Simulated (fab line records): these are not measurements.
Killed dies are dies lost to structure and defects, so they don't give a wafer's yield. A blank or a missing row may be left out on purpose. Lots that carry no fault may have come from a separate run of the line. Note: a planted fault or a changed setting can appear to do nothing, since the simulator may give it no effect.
Which of the tools did it? + flow nand_harc + Sampling: 24 lots, 72 wafers, 5 of 1159 route steps

WHAT THE GAUGES READ, wafer by wafer
NHARC_P_ZERO_WELL_CD_MEAS_24 targets a cd of 720 nm.
| lot  | measured    | on        | cd_nm (nm)        |
|------|-------------|-----------|-------------------|
| L074 | day 1 14:40 | cd_sem-02 | 719.7 718.2 719.6 |
| L075 | day 1 20:31 | cd_sem-03 | 720.5 719.7 720.3 |
| L076 | day 2 02:32 | cd_sem-02 | 720.8 721.3 721.1 |
| L077 | day 2 08:28 | cd_sem-01 | 718.6 719.1 720.2 |
| L078 | day 2 15:38 | cd_sem-03 | 722.7 722.4 721.1 |
| L079 | day 2 20:37 | cd_sem-02 | 718.6 718.2 719.8 |
| L080 | day 3 02:37 | cd_sem-03 | 721.7 721.1 722.5 |
| L081 | day 3 08:35 | cd_sem-03 | 717.8 719.5 718.2 |
| L082 | day 3 14:35 | cd_sem-03 | 717.7 719.1 719.5 |
| L083 | day 3 20:45 | cd_sem-03 | 719.0 718.8 718.4 |
| L084 | day 4 02:27 | cd_sem-02 | 721.9 722.0 721.0 |
| L085 | day 4 08:34 | cd_sem-02 | 719.7 721.3 719.9 |
| L086 | day 4 14:28 | cd_sem-01 | 721.8 722.8 720.2 |
| L087 | day 4 20:40 | cd_sem-02 | 719.5 719.0 718.4 |
| L088 | day 5 02:41 | cd_sem-02 | 720.8 719.9 718.6 |
| L089 | day 5 08:35 | cd_sem-01 | 721.1 720.6 721.0 |
| L090 | day 5 14:32 | cd_sem-01 | 721.8 720.1 722.0 |
| L091 | day 5 20:38 | cd_sem-02 | 719.7 720.1 720.6 |
| L092 | day 6 02:28 | cd_sem-02 | 720.9 719.7 721.6 |
| L093 | day 6 08:38 | cd_sem-02 | 718.7 719.9 719.1 |
| L094 | day 6 14:20 | cd_sem-02 | 718.6 719.6 717.4 |
| L095 | day 6 20:36 | cd_sem-03 | 721.8 720.0 721.4 |
| L096 | day 7 02:29 | cd_sem-02 | 719.9 720.4 720.9 |
| L097 | day 7 08:36 | cd_sem-03 | 720.0 717.0 717.8 |

NHARC_P_M0_OVL_MEAS_10: pitch 180 nm.
| lot  | measured     | on         | overlay_x_nm (nm) | overlay_y_nm (nm) |
|------|--------------|------------|-------------------|-------------------|
| L074 | day 5 10:11  | overlay-01 | -1.2 -1.6 -1.2    | -0.6 -0.1 -0.7    |
| L075 | day 6 07:50  | overlay-01 | 1.1 0.1 0.9       | -0.5 -0.8 -0.5    |
| L076 | day 6 09:15  | overlay-01 | 0.4 0.7 -0.2      | 0.0 1.0 1.1       |
| L077 | day 6 12:00  | overlay-02 | -1.2 -1.0 -1.4    | 0.0 0.8 0.6       |
| L078 | day 6 17:14  | overlay-02 | 0.2 0.4 0.0       | -1.0 -0.3 -0.1    |
| L079 | day 7 00:53  | overlay-01 | 0.1 0.6 0.0       | -1.5 -1.5 -1.8    |
| L080 | day 7 14:50  | overlay-01 | 1.0 0.1 0.6       | -0.6 -1.0 -0.8    |
| L081 | day 7 15:46  | overlay-01 | -0.2 -0.8 -0.6    | -0.1 -0.2 -0.4    |
| L082 | day 7 15:14  | overlay-01 | -1.1 -1.2 -0.8    | 0.7 0.5 0.1       |
| L083 | day 8 01:33  | overlay-01 | -1.0 -1.5 -1.2    | 0.1 0.0 0.1       |
| L084 | day 8 00:53  | overlay-02 | 1.1 1.3 1.4       | -1.3 -1.4 -1.7    |
| L085 | day 9 02:52  | overlay-01 | -0.5 -0.5 0.0     | 0.1 -0.2 0.5      |
| L086 | day 9 04:16  | overlay-01 | -0.5 -0.2 0.4     | -0.4 -0.6 -1.0    |
| L087 | day 9 17:29  | overlay-01 | 1.1 0.9 0.8       | 0.2 0.0 -0.4      |
| L088 | day 9 03:31  | overlay-02 | 1.1 1.2 0.8       | -1.4 -1.5 -2.0    |
| L089 | day 10 04:22 | overlay-01 | -1.3 -1.3 -1.2    | -0.2 -0.5 -0.6    |
| L090 | day 10 01:07 | overlay-01 | -1.2 0.1 -0.4     | 0.6 0.5 0.5       |
| L091 | day 10 05:02 | overlay-01 | -1.1 -0.1 -0.7    | -0.2 0.1 -0.1     |
| L092 | day 10 07:08 | overlay-01 | -0.2 0.3 -0.4     | 0.0 0.1 -0.5      |
| L093 | day 10 21:53 | overlay-01 | 0.7 0.4 0.4       | 0.2 0.2 -0.2      |
| L094 | day 10 17:12 | overlay-01 | -0.1 -0.1 -0.4    | 0.5 1.1 0.9       |
| L095 | day 11 02:44 | overlay-02 | -1.7 -1.0 -1.0    | 0.9 1.4 1.2       |
| L096 | day 11 04:47 | overlay-02 | 0.7 1.1 1.2       | -0.5 -0.4 0.0     |
| L097 | day 11 21:40 | overlay-01 | 0.0 0.4 0.1       | -0.3 0.4 -0.1     |

NHARC_P_BONDPAD_CD_MEAS_13.
| lot  | measured     | on        | cd_nm (nm)        |
|------|--------------|-----------|-------------------|
| L074 | day 5 23:28  | cd_sem-02 | 501.2 501.9 500.9 |
| L075 | day 6 21:33  | cd_sem-03 | 499.1 498.7 499.1 |
| L076 | day 6 22:35  | cd_sem-03 | 500.6 500.4 498.9 |
| L077 | day 7 01:01  | cd_sem-02 | 502.0 499.3 501.0 |
| L078 | day 7 06:51  | cd_sem-03 | 498.4 496.1 497.2 |
| L079 | day 7 13:59  | cd_sem-03 | 500.6 500.0 500.2 |
| L080 | day 8 04:01  | cd_sem-01 | 499.7 499.6 499.9 |
| L081 | day 8 06:58  | cd_sem-01 | 498.9 498.8 499.8 |
| L082 | day 8 05:08  | cd_sem-03 | 501.5 500.0 501.3 |
| L083 | day 8 15:14  | cd_sem-03 | 502.6 502.9 499.5 |
| L084 | day 8 14:03  | cd_sem-03 | 499.2 500.4 500.3 |
| L085 | day 9 16:39  | cd_sem-02 | 501.8 501.1 501.3 |
| L086 | day 9 18:25  | cd_sem-02 | 497.7 498.8 498.2 |
| L087 | day 10 07:07 | cd_sem-02 | 497.8 499.3 499.9 |
| L088 | day 9 17:46  | cd_sem-02 | 500.7 500.7 500.4 |
| L089 | day 10 17:42 | cd_sem-02 | 499.4 498.5 498.5 |
| L090 | day 10 15:51 | cd_sem-03 | 498.6 496.8 498.3 |
| L091 | day 10 19:56 | cd_sem-01 | 498.8 496.5 498.0 |
| L092 | day 10 20:52 | cd_sem-01 | 499.9 501.1 500.1 |
| L093 | day 11 11:02 | cd_sem-02 | 496.9 499.5 497.7 |
| L094 | day 11 06:23 | cd_sem-01 | 499.6 499.7 500.5 |
| L095 | day 11 15:56 | cd_sem-03 | 498.6 501.8 500.6 |
| L096 | day 11 18:04 | cd_sem-03 | 499.1 499.8 500.3 |
| L097 | day 12 11:38 | cd_sem-02 | 496.7 498.9 496.3 |

TOOL THAT RAN EACH LOT (tool first, then ch and the chambers of the sampled wafers, then the start)
| lot  | NHARC_P_GATE_STRIP_108             | NHARC_P_M1_DEGAS_29          |
|------|------------------------------------|------------------------------|
| L074 | rie_diel-13 ch 2,3, day 4 07:12    | pvd_sputter-02, day 5 15:19  |
| L075 | rie_diel-13 ch 0,3, day 5 02:16    | pvd_sputter-01, day 6 13:02  |
| L076 | rie_diel-13 ch 0,1,3, day 5 02:28  | pvd_sputter-01, day 6 14:17  |
| L077 | rie_diel-11 ch 2,3, day 5 10:50    | pvd_sputter-02, day 6 17:01  |
| L078 | rie_diel-13 ch 1,2,3, day 5 17:09  | pvd_sputter-01, day 6 22:40  |
| L079 | rie_diel-13 ch 0,2,3, day 5 23:57  | pvd_sputter-01, day 7 06:11  |
| L080 | rie_diel-04 ch 0,1,3, day 6 10:50  | pvd_sputter-03, day 7 19:55  |
| L081 | rie_diel-13 ch 1,2,3, day 6 13:17  | pvd_sputter-03, day 7 22:11  |
| L082 | rie_diel-04 ch 0,2,3, day 6 12:28  | pvd_sputter-03, day 7 21:04  |
| L083 | rie_diel-11 ch 0,2,3, day 7 01:20  | pvd_sputter-01, day 8 06:47  |
| L084 | rie_diel-11 ch 0,1, day 7 00:32    | pvd_sputter-02, day 8 06:02  |
| L085 | rie_diel-13 ch 0,1, day 8 01:58    | pvd_sputter-01, day 9 07:58  |
| L086 | rie_diel-04 ch 0,1,3, day 8 03:08  | pvd_sputter-03, day 9 09:26  |
| L087 | rie_diel-04 ch 1,2,3, day 8 03:18  | pvd_sputter-03, day 9 22:52  |
| L088 | rie_diel-04 ch 0,1,3, day 8 02:59  | pvd_sputter-03, day 9 08:43  |
| L089 | rie_diel-04 ch 0,1,3, day 8 16:12  | pvd_sputter-02, day 10 09:36 |
| L090 | rie_diel-04 ch 0,1,2, day 8 15:14  | pvd_sputter-01, day 10 06:13 |
| L091 | rie_diel-13 ch 1,2,3, day 9 01:17  | pvd_sputter-01, day 10 10:23 |
| L092 | rie_diel-04 ch 0,1,2, day 9 07:24  | pvd_sputter-03, day 10 12:14 |
| L093 | rie_diel-11 ch 1,2,3, day 9 17:01  | pvd_sputter-03, day 11 03:01 |
| L094 | rie_diel-11 ch 0,1,2, day 9 16:02  | pvd_sputter-01, day 10 22:19 |
| L095 | rie_diel-13 ch 0,3, day 10 02:17   | pvd_sputter-03, day 11 07:59 |
| L096 | rie_diel-04 ch 0,1, day 10 05:05   | pvd_sputter-02, day 11 10:05 |
| L097 | rie_diel-04 ch 0,2,3, day 10 21:34 | pvd_sputter-03, day 12 02:44 |
- NHARC_P_GATE_STRIP_108: strips in O2.
- NHARC_P_M1_DEGAS_29: time 60 s.

WHAT THE TOOLS THEMSELVES READ (means of the sampled wafers that have a number; where no wafer has one, the mark that the record gives instead)
NHARC_P_GATE_STRIP_108.
| lot  | tool        | chamber_pressure_mTorr (mTorr) | drypump_motor_current_A (A) | oes_product_au (a.u.) | rf_vpp_V (V) | showerhead_plenum_p_Torr (Torr) | throttle_valve_pct (%) |
|------|-------------|--------------------------------|-----------------------------|-----------------------|--------------|---------------------------------|------------------------|
| L074 | rie_diel-13 | 59.99                          | 6.0                         | 0.999                 | 57.9         | 3.35                            | 17.042                 |
| L075 | rie_diel-13 | 60.02                          | 5.8                         | 0.996                 | 57.6         | 3.52                            | 17.043                 |
| L076 | rie_diel-13 | 59.95                          | 5.8                         | 0.997                 | 57.2         | 3.47                            | 17.041                 |
| L077 | rie_diel-11 | 60.00                          | 5.8                         | 0.999                 | 57.8         | 3.49                            | 17.028                 |
| L078 | rie_diel-13 | 59.99                          | 5.9                         | 0.992                 | 56.5         | 3.38                            | 17.027                 |
| L079 | rie_diel-13 | 60.02                          | 5.9                         | 0.994                 | 57.8         | 3.43                            | 17.037                 |
| L080 | rie_diel-04 | 59.98                          | 5.5                         | 1.002                 | 58.4         | 3.47                            | 17.041                 |
| L081 | rie_diel-13 | 59.98                          | 5.9                         | 0.987                 | 57.0         | 3.38                            | 17.044                 |
| L082 | rie_diel-04 | 59.95                          | 5.4                         | 1.004                 | 58.2         | 3.47                            | 17.030                 |
| L083 | rie_diel-11 | 59.98                          | 5.7                         | 1.006                 | 58.1         | 3.44                            | 17.037                 |
| L084 | rie_diel-11 | 59.95                          | 5.6                         | 1.002                 | 57.4         | 3.43                            | 17.033                 |
| L085 | rie_diel-13 | 60.00                          | 5.4                         | 0.987                 | 57.2         | 3.52                            | 17.040                 |
| L086 | rie_diel-04 | 60.01                          | 5.5                         | 1.001                 | 57.8         | 3.47                            | 17.030                 |
| L087 | rie_diel-04 | 59.98                          | 5.5                         | 0.995                 | 57.9         | 3.53                            | 17.035                 |
| L088 | rie_diel-04 | 59.99                          | 5.4                         | 0.998                 | 57.2         | 3.47                            | 17.033                 |
| L089 | rie_diel-04 | 59.98                          | 5.5                         | 1.000                 | 57.2         | 3.47                            | 17.036                 |
| L090 | rie_diel-04 | 59.99                          | 5.7                         | 0.998                 | 57.9         | 3.45                            | 17.035                 |
| L091 | rie_diel-13 | 60.01                          | 5.8                         | 0.992                 | 56.9         | 3.37                            | 17.034                 |
| L092 | rie_diel-04 | 59.99                          | 5.7                         | 1.011                 | 57.3         | 3.45                            | 17.037                 |
| L093 | rie_diel-11 | 59.99                          | 5.7                         | 1.002                 | 57.3         | 3.51                            | 17.043                 |
| L094 | rie_diel-11 | 59.97                          | 5.7                         | 1.010                 | 58.2         | 3.47                            | 17.028                 |
| L095 | rie_diel-13 | 59.97                          | 5.8                         | 0.993                 | 57.2         | 3.50                            | 17.036                 |
| L096 | rie_diel-04 | 60.03                          | 5.7                         | 1.005                 | 56.7         | 3.39                            | 17.034                 |
| L097 | rie_diel-04 | 60.01                          | 5.4                         | 1.004                 | 58.0         | 3.46                            | 17.036                 |

NHARC_P_M1_DEGAS_29.
| lot  | tool           | heater_power_w (W) |
|------|----------------|--------------------|
| L074 | pvd_sputter-02 | 347                |
| L075 | pvd_sputter-01 | 351                |
| L076 | pvd_sputter-01 | 339                |
| L077 | pvd_sputter-02 | 319                |
| L078 | pvd_sputter-01 | 337                |
| L079 | pvd_sputter-01 | 349                |
| L080 | pvd_sputter-03 | 342                |
| L081 | pvd_sputter-03 | 342                |
| L082 | pvd_sputter-03 | 350                |
| L083 | pvd_sputter-01 | 336                |
| L084 | pvd_sputter-02 | 315                |
| L085 | pvd_sputter-01 | 350                |
| L086 | pvd_sputter-03 | 354                |
| L087 | pvd_sputter-03 | 374                |
| L088 | pvd_sputter-03 | 370                |
| L089 | pvd_sputter-02 | 361                |
| L090 | pvd_sputter-01 | 348                |
| L091 | pvd_sputter-01 | 349                |
| L092 | pvd_sputter-03 | 343                |
| L093 | pvd_sputter-03 | 347                |
| L094 | pvd_sputter-01 | 341                |
| L095 | pvd_sputter-03 | 371                |
| L096 | pvd_sputter-02 | 343                |
| L097 | pvd_sputter-03 | 336                |

THE ANSWER, worked out from the rows above alone
Rule: usual is defined by the lots themselves. The widest of any qualifying gaps counts: lots, ordered by their means at a reading, are off when they make up no more than a third of the lots, leave a main group of 4 or more, and stand apart from it by 3 or more times the standard deviation of that group's means. A main group is skipped when, at the precision printed for the reading in the tables above, its means are all equal. Also off: a lot with no number at a reading for which 4 or more lots have one. Where the step has rows for the other lots, those lots are counted as sound. The gauges are gone through in route order, then the tools' own readings, and for those a lot's mean is taken as printed above. The first step at which some lot is off is used, and at that step the reading that is off furthest; a lot without a number counts as furthest.
Nothing can be told from this: no lot is off at any reading shown.

WHAT THE SIMULATOR HAD PUT IN
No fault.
